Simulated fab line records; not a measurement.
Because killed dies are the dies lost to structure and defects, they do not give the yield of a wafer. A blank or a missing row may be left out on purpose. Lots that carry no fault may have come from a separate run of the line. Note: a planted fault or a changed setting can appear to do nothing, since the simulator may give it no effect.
Which tool was responsible?	flow n5_finfet	72 wafers from 24 lots sampled at 6 of the route's 1938 steps

== WHAT EACH GAUGE READ, for each wafer ==
The record lacks any reading of a measuring or inspecting step that a usual standard deviation could be used to judge.

== EACH LOT AND THE TOOL THAT RAN IT (in order: tool; ch and the chambers of the sampled wafers; start) ==
lot	N5_BEOL_M3_STRIP_19	N5_BEOL_M3_STRIP_97	N5_BEOL_M3_SPUTTER_48	N5_BEOL_M3_ANNEAL_49	N5_BEOL_M4_ILD_DEP_00	N5_BEOL_M4_ETCH_69
L074	rie_diel-03 ch 1,2,3, day 7 05:47	rie_diel-03 ch 0,1,3, day 7 08:19 or earlier	pvd_sputter-01, day 7 08:19	pvd_sputter-01, day 7 08:24	pecvd-04 ch 0,1,2, day 7 11:11	rie_diel-02 ch 0,3, day 7 13:29
L076	rie_diel-01 ch 1,3, day 7 06:01	rie_diel-06 ch 0,1,3, day 7 09:49 or earlier	pvd_sputter-02, day 7 09:49	pvd_sputter-02, day 7 09:54	pecvd-01 ch 0,1,2, day 7 12:46	rie_diel-05 ch 0,2,3, day 7 15:53
L075	rie_diel-01 ch 1,3, day 7 12:51	rie_diel-03 ch 0,2, day 7 19:22 or earlier	pvd_sputter-01, day 7 19:22	pvd_sputter-01, day 7 19:26	pecvd-01 ch 1,2, day 7 22:16	rie_diel-05 ch 2,3, day 8 01:42
L077	rie_diel-01 ch 0,1, day 7 18:28	rie_diel-06 ch 0,2,3, day 7 21:44 or earlier	pvd_sputter-03, day 7 21:44	pvd_sputter-03, day 7 21:49	pecvd-04 ch 0,2, day 8 00:41	rie_diel-02 ch 0,2,3, day 8 03:28
L078	rie_diel-01 ch 0,2, day 7 20:08	rie_diel-06 ch 1,2,3, day 7 23:52 or earlier	pvd_sputter-01, day 7 23:52	pvd_sputter-01, day 7 23:56	pecvd-01 ch 0,1,2, day 8 03:15	rie_diel-04 ch 0,1,3, day 8 09:02
L079	rie_diel-03 ch 0,1,2, day 8 13:51	rie_diel-01 ch 0,3, day 8 16:05 or earlier	pvd_sputter-01, day 8 16:05	pvd_sputter-01, day 8 16:10	pecvd-04 ch 0,2, day 8 22:22	rie_diel-04 ch 2,3, day 9 00:31
L081	rie_diel-03 ch 0,1,3, day 8 21:07	rie_diel-01 ch 0,1,3, day 9 02:21 or earlier	pvd_sputter-03, day 9 02:21	pvd_sputter-03, day 9 02:26	pecvd-04 ch 0,2, day 9 06:55	rie_diel-02 ch 0,1,2, day 9 09:06
L082	rie_diel-01 ch 1,2, day 8 23:30	rie_diel-06 ch 0,1,3, day 9 07:56 or earlier	pvd_sputter-02, day 9 07:56	pvd_sputter-02, day 9 08:01	pecvd-01 ch 0,1,2, day 9 12:55	rie_diel-04 ch 1,2,3, day 9 15:06
L080	rie_diel-03 ch 0,1,2, day 9 03:22	rie_diel-03 ch 0,1,2, day 9 07:59 or earlier	pvd_sputter-03, day 9 07:59	pvd_sputter-03, day 9 08:04	pecvd-01 ch 0,1,2, day 9 13:11	rie_diel-02 ch 0,2,3, day 9 15:49
L083	rie_diel-01 ch 2,3, day 9 08:11	rie_diel-06 ch 0,1,2, day 9 10:43 or earlier	pvd_sputter-03, day 9 10:43	pvd_sputter-03, day 9 10:48	pecvd-03 ch 0,1, day 9 16:46	rie_diel-04 ch 1,2,3, day 9 19:22
L084	rie_diel-03 ch 0,1, day 9 13:16	rie_diel-03 ch 0,2,3, day 9 15:29 or earlier	pvd_sputter-02, day 9 15:29	pvd_sputter-02, day 9 15:34	pecvd-04 ch 0,1,2, day 9 20:48	rie_diel-05 ch 2,3, day 9 23:43
L085	rie_diel-06 ch 0,2,3, day 10 03:04	rie_diel-06 ch 0,2, day 10 05:08 or earlier	pvd_sputter-02, day 10 05:08	pvd_sputter-02, day 10 05:13	pecvd-04 ch 0,2, day 10 08:00	rie_diel-05 ch 1,2,3, day 10 11:25
L086	rie_diel-01 ch 1,2,3, day 10 06:06	rie_diel-06 ch 0,2,3, day 10 21:12 or earlier	pvd_sputter-03, day 10 21:12	pvd_sputter-03, day 10 21:17	pecvd-04 ch 0,1,2, day 11 00:04	rie_diel-02 ch 1,2,3, day 11 02:14
L087	rie_diel-06 ch 1,2,3, day 10 15:31	rie_diel-03 ch 0,2,3, day 11 00:28 or earlier	pvd_sputter-01, day 11 00:28	pvd_sputter-01, day 11 00:32	pecvd-04 ch 0,1,2, day 11 03:20	rie_diel-02 ch 0,1,3, day 11 05:13
L088	rie_diel-03 ch 0,2,3, day 11 00:10	rie_diel-06 ch 1,3, day 11 04:50 or earlier	pvd_sputter-03, day 11 04:50	pvd_sputter-03, day 11 04:55	pecvd-01 ch 0,1, day 11 07:43	rie_diel-04 ch 0,3, day 11 12:23
L090	rie_diel-06 ch 0,3, day 11 07:53	rie_diel-01 ch 1,2, day 11 13:04 or earlier	pvd_sputter-02, day 11 13:04	pvd_sputter-02, day 11 13:09	pecvd-01 ch 1,2, day 11 16:06	rie_diel-04 ch 0,1,2, day 11 19:34
L089	rie_diel-03 ch 0,2, day 11 08:10	rie_diel-01 ch 0,1, day 11 15:50 or earlier	pvd_sputter-01, day 11 15:50	pvd_sputter-01, day 11 15:55	pecvd-03 ch 0,1,2, day 11 18:51	rie_diel-05 ch 0,1,2, day 11 20:40
L091	rie_diel-06 ch 2,3, day 11 16:17	rie_diel-06 ch 0,1,2, day 11 20:28 or earlier	pvd_sputter-03, day 11 20:28	pvd_sputter-03, day 11 20:33	pecvd-03 ch 1,2, day 11 23:26	rie_diel-05 ch 0,1, day 12 02:13
L092	rie_diel-01 ch 0,2,3, day 11 16:52	rie_diel-06 ch 0,2,3, day 12 03:50 or earlier	pvd_sputter-03, day 12 03:50	pvd_sputter-03, day 12 03:55	pecvd-03 ch 0,1, day 12 06:43	rie_diel-02 ch 1,2,3, day 12 08:58
L093	rie_diel-06 ch 1,2,3, day 11 22:27	rie_diel-06 ch 0,1,3, day 12 08:37 or earlier	pvd_sputter-01, day 12 08:37	pvd_sputter-01, day 12 08:41	pecvd-01 ch 0,1, day 12 11:29	rie_diel-02 ch 1,2,3, day 12 13:49
L094	rie_diel-01 ch 0,1,3, day 11 23:41	rie_diel-01 ch 0,2,3, day 12 08:13 or earlier	pvd_sputter-02, day 12 08:13	pvd_sputter-02, day 12 08:17	pecvd-01 ch 0,1, day 12 11:05	rie_diel-04 ch 1,2,3, day 12 13:40
L095	rie_diel-06 ch 0,1,2, day 12 00:39	rie_diel-03 ch 0,1,3, day 12 12:45 or earlier	pvd_sputter-03, day 12 12:45	pvd_sputter-03, day 12 12:50	pecvd-01 ch 0,1, day 12 15:57	rie_diel-05 ch 0,2,3, day 12 19:29
L096	rie_diel-03 ch 2,3, day 12 21:58	rie_diel-03 ch 0,1,3, day 13 03:04 or earlier	pvd_sputter-03, day 13 03:04	pvd_sputter-03, day 13 03:09	pecvd-04 ch 1,2, day 13 05:58	rie_diel-05 ch 0,1, day 13 08:22
L097	rie_diel-03 ch 0,1,3, day 12 23:56	rie_diel-01 ch 0,3, day 13 13:22 or earlier	pvd_sputter-02, day 13 13:22	pvd_sputter-02, day 13 13:27	pecvd-03 ch 0,1, day 13 16:16	rie_diel-04 ch 1,2,3, day 13 18:33
- N5_BEOL_M3_STRIP_19: strips in O2.
- N5_BEOL_M3_STRIP_97: strips in N2/H2, time 10 s.
- N5_BEOL_M3_SPUTTER_48: material Cu, target thk 4.5 nm, time 8.29 s.
- N5_BEOL_M3_ANNEAL_49: time 240 s.
- N5_BEOL_M4_ILD_DEP_00: deposits SiOC from DEMS/O2, target thk 79 nm, time 15.3 s.
- N5_BEOL_M4_ETCH_69: etches SiARC in CF4, target depth 15.6 nm, time 26 s.

== AS READ BY THE TOOLS THEMSELVES (means over the sampled wafers that have a number; for cases with no such wafer, the mark the record gives instead) ==
N5_BEOL_M3_STRIP_19.
lot	tool	drypump_motor_current_A (A)	oes_product_au (a.u.)	rf_vpp_V (V)	showerhead_plenum_p_Torr (Torr)	throttle_valve_pct (%)
L074	rie_diel-03	5.4	0.71	3.7	2.04	16.98
L076	rie_diel-01	6.4	0.79	3.5	2.08	16.58
L075	rie_diel-01	6.1	0.84	3.9	2.05	16.45
L077	rie_diel-01	6.0	0.92	3.4	2.06	16.53
L078	rie_diel-01	6.1	0.95	3.7	2.07	16.66
L079	rie_diel-03	5.7	0.78	3.9	2.10	17.01
L081	rie_diel-03	5.5	0.77	3.5	2.06	16.89
L082	rie_diel-01	5.9	0.88	3.4	2.04	16.46
L080	rie_diel-03	5.7	0.76	3.6	2.10	17.02
L083	rie_diel-01	6.5	0.80	3.8	2.09	16.70
L084	rie_diel-03	5.9	0.83	3.8	2.12	16.92
L085	rie_diel-06	5.7	0.78	3.7	2.04	16.73
L086	rie_diel-01	6.1	0.83	3.5	2.06	16.60
L087	rie_diel-06	5.4	0.73	3.8	2.02	16.76
L088	rie_diel-03	5.5	0.76	3.4	2.07	16.91
L090	rie_diel-06	5.8	0.80	3.7	2.01	16.52
L089	rie_diel-03	5.9	0.82	3.8	2.13	16.93
L091	rie_diel-06	5.3	0.73	3.9	2.02	16.87
L092	rie_diel-01	6.3	0.83	3.9	2.08	16.71
L093	rie_diel-06	5.4	0.72	3.0	2.02	16.78
L094	rie_diel-01	6.2	0.81	3.9	2.06	16.62
L095	rie_diel-06	5.8	0.75	3.0	2.03	16.66
L096	rie_diel-03	5.2	0.69	3.4	2.01	16.92
L097	rie_diel-03	5.6	0.83	3.8	2.05	16.79

N5_BEOL_M3_STRIP_97.
lot	tool	drypump_motor_current_A (A)	n2_flow_sccm (sccm)	oes_product_au (a.u.)	rf_vpp_V (V)	showerhead_plenum_p_Torr (Torr)	throttle_valve_pct (%)
L074	rie_diel-03	5.6	199.8	0.78	58.8	2.51	23.87
L076	rie_diel-06	5.5	200.5	0.79	60.0	2.44	23.60
L075	rie_diel-03	5.7	200.4	0.79	59.1	2.54	23.88
L077	rie_diel-06	5.7	200.2	0.79	59.2	2.47	23.56
L078	rie_diel-06	5.4	200.0	0.74	59.7	2.45	23.71
L079	rie_diel-01	6.5	200.2	0.80	58.7	2.52	23.61
L081	rie_diel-01	6.2	199.8	0.84	59.4	2.49	23.42
L082	rie_diel-06	5.5	199.8	0.77	59.2	2.44	23.62
L080	rie_diel-03	5.8	199.7	0.77	59.3	2.54	23.98
L083	rie_diel-06	5.8	199.6	0.77	58.8	2.47	23.63
L084	rie_diel-03	5.5	200.1	0.77	58.5	2.50	23.82
L085	rie_diel-06	5.9	199.9	0.77	59.3	2.50	23.58
L086	rie_diel-06	5.7	200.4	0.77	58.6	2.46	23.58
L087	rie_diel-03	5.5	199.9	0.76	59.8	2.50	23.83
L088	rie_diel-06	5.2	200.3	0.72	59.0	2.41	23.80
L090	rie_diel-01	5.9	200.0	0.85	59.0	2.46	23.53
L089	rie_diel-01	6.0	199.7	0.86	59.2	2.46	23.32
L091	rie_diel-06	5.8	200.0	0.75	58.6	2.46	23.65
L092	rie_diel-06	5.7	199.6	0.76	58.7	2.46	23.59
L093	rie_diel-06	5.5	200.4	0.75	58.3	2.43	23.66
L094	rie_diel-01	6.3	200.1	0.82	58.8	2.50	23.76
L095	rie_diel-03	5.5	200.3	0.84	58.3	2.49	23.82
L096	rie_diel-03	5.6	199.8	0.83	59.3	2.49	23.83
L097	rie_diel-01	6.3	199.7	0.81	59.3	2.49	23.52

N5_BEOL_M3_SPUTTER_48.
lot	tool	throttle_valve_pct (%)
L074	pvd_sputter-01	28.5
L076	pvd_sputter-02	30.3
L075	pvd_sputter-01	28.6
L077	pvd_sputter-03	29.4
L078	pvd_sputter-01	29.0
L079	pvd_sputter-01	27.8
L081	pvd_sputter-03	29.5
L082	pvd_sputter-02	30.6
L080	pvd_sputter-03	28.7
L083	pvd_sputter-03	28.7
L084	pvd_sputter-02	30.2
L085	pvd_sputter-02	30.2
L086	pvd_sputter-03	29.3
L087	pvd_sputter-01	28.7
L088	pvd_sputter-03	29.2
L090	pvd_sputter-02	30.8
L089	pvd_sputter-01	28.7
L091	pvd_sputter-03	28.7
L092	pvd_sputter-03	29.5
L093	pvd_sputter-01	29.0
L094	pvd_sputter-02	30.1
L095	pvd_sputter-03	29.6
L096	pvd_sputter-03	30.2
L097	pvd_sputter-02	30.3

N5_BEOL_M3_ANNEAL_49.
lot	tool	heater_power_w (W)
L074	pvd_sputter-01	822
L076	pvd_sputter-02	812
L075	pvd_sputter-01	827
L077	pvd_sputter-03	856
L078	pvd_sputter-01	859
L079	pvd_sputter-01	792
L081	pvd_sputter-03	854
L082	pvd_sputter-02	783
L080	pvd_sputter-03	816
L083	pvd_sputter-03	818
L084	pvd_sputter-02	816
L085	pvd_sputter-02	813
L086	pvd_sputter-03	875
L087	pvd_sputter-01	821
L088	pvd_sputter-03	872
L090	pvd_sputter-02	780
L089	pvd_sputter-01	825
L091	pvd_sputter-03	852
L092	pvd_sputter-03	859
L093	pvd_sputter-01	833
L094	pvd_sputter-02	826
L095	pvd_sputter-03	859
L096	pvd_sputter-03	919
L097	pvd_sputter-02	826

N5_BEOL_M4_ILD_DEP_00.
lot	tool	heater_power_w (W)	showerhead_plenum_p_Torr (Torr)	throttle_valve_pct (%)
L074	pecvd-04	436	5.692	11.7
L076	pecvd-01	462	5.692	12.0
L075	pecvd-01	421	5.686	12.0
L077	pecvd-04	418	5.697	11.7
L078	pecvd-01	412	5.691	11.8
L079	pecvd-04	435	5.702	11.6
L081	pecvd-04	439	5.694	11.8
L082	pecvd-01	458	5.693	11.8
L080	pecvd-01	461	5.686	11.9
L083	pecvd-03	447	5.708	12.1
L084	pecvd-04	463	5.694	11.6
L085	pecvd-04	390	5.701	11.7
L086	pecvd-04	463	5.694	11.9
L087	pecvd-04	411	5.691	12.0
L088	pecvd-01	468	5.704	12.1
L090	pecvd-01	455	5.685	12.2
L089	pecvd-03	438	5.704	12.0
L091	pecvd-03	388	5.681	11.7
L092	pecvd-03	516	5.704	12.1
L093	pecvd-01	480	5.697	12.5
L094	pecvd-01	434	5.696	12.1
L095	pecvd-01	461	5.707	12.1
L096	pecvd-04	501	5.699	12.0
L097	pecvd-03	480	5.711	12.1

N5_BEOL_M4_ETCH_69.
lot	tool	drypump_motor_current_A (A)	etch_rf_on_time_s (s)	oes_product_au (a.u.)	rf_vpp_V (V)	showerhead_plenum_p_Torr (Torr)	throttle_valve_pct (%)
L074	rie_diel-02	5.5	26.8	0.72	183.6	2.13	15.54
L076	rie_diel-05	5.7	26.0	0.66	184.7	2.20	15.44
L075	rie_diel-05	5.8	26.2	0.60	185.4	2.18	15.40
L077	rie_diel-02	5.8	26.4	0.69	183.1	2.11	15.52
L078	rie_diel-04	5.4	26.1	0.74	184.3	2.16	15.26
L079	rie_diel-04	5.5	25.3	0.68	185.2	2.24	15.62
L081	rie_diel-02	5.8	25.9	0.70	184.1	2.13	15.51
L082	rie_diel-04	5.4	25.6	0.73	185.1	2.19	15.37
L080	rie_diel-02	5.8	26.5	0.68	183.5	2.10	15.53
L083	rie_diel-04	5.3	25.6	0.72	184.5	2.19	15.37
L084	rie_diel-05	5.7	26.2	0.59	184.2	2.15	15.52
L085	rie_diel-05	5.6	26.1	0.66	184.6	2.14	15.48
L086	rie_diel-02	5.8	26.1	0.70	183.6	2.11	15.60
L087	rie_diel-02	5.4	26.2	0.71	184.2	2.15	15.57
L088	rie_diel-04	5.6	26.3	0.66	184.9	2.16	15.48
L090	rie_diel-04	5.7	25.9	0.66	184.2	2.14	15.50
L089	rie_diel-05	5.6	25.7	0.70	183.6	2.18	15.46
L091	rie_diel-05	5.4	25.5	0.75	184.4	2.15	15.51
L092	rie_diel-02	5.8	26.0	0.69	184.8	2.11	15.61
L093	rie_diel-02	5.8	26.4	0.68	183.6	2.11	15.62
L094	rie_diel-04	5.4	25.7	0.69	184.7	2.18	15.43
L095	rie_diel-05	5.7	26.1	0.62	184.4	2.19	15.53
L096	rie_diel-05	5.4	25.3	0.75	183.9	2.15	15.52
L097	rie_diel-04	5.3	25.6	0.68	184.5	2.18	15.43

== THE ANSWER, worked out from the rows above alone ==
Rule: usual is defined by the lots themselves. Put in order of their means at a reading, lots are off if they are a third of the lots or fewer, leave a main group of 4 or more, and stand apart from it by a gap of 3 or more times the standard deviation of the main group's means; of several such gaps the widest counts. If all means in a main group match to the digits the tables above print for the reading, that group is not used. Also off: a lot with no number at a reading for which 4 or more lots have one. Any other lot the step has rows for is counted as sound. The gauges are gone through in route order, then the tools' own readings, and for those a lot's mean is taken as printed above. At the first step where some lot is off, the reading lying furthest off is the one used; lots without a number count as furthest.
No lot is off at any reading shown: from this, nothing can be told.

== WHAT THE SIMULATOR PUT IN ==
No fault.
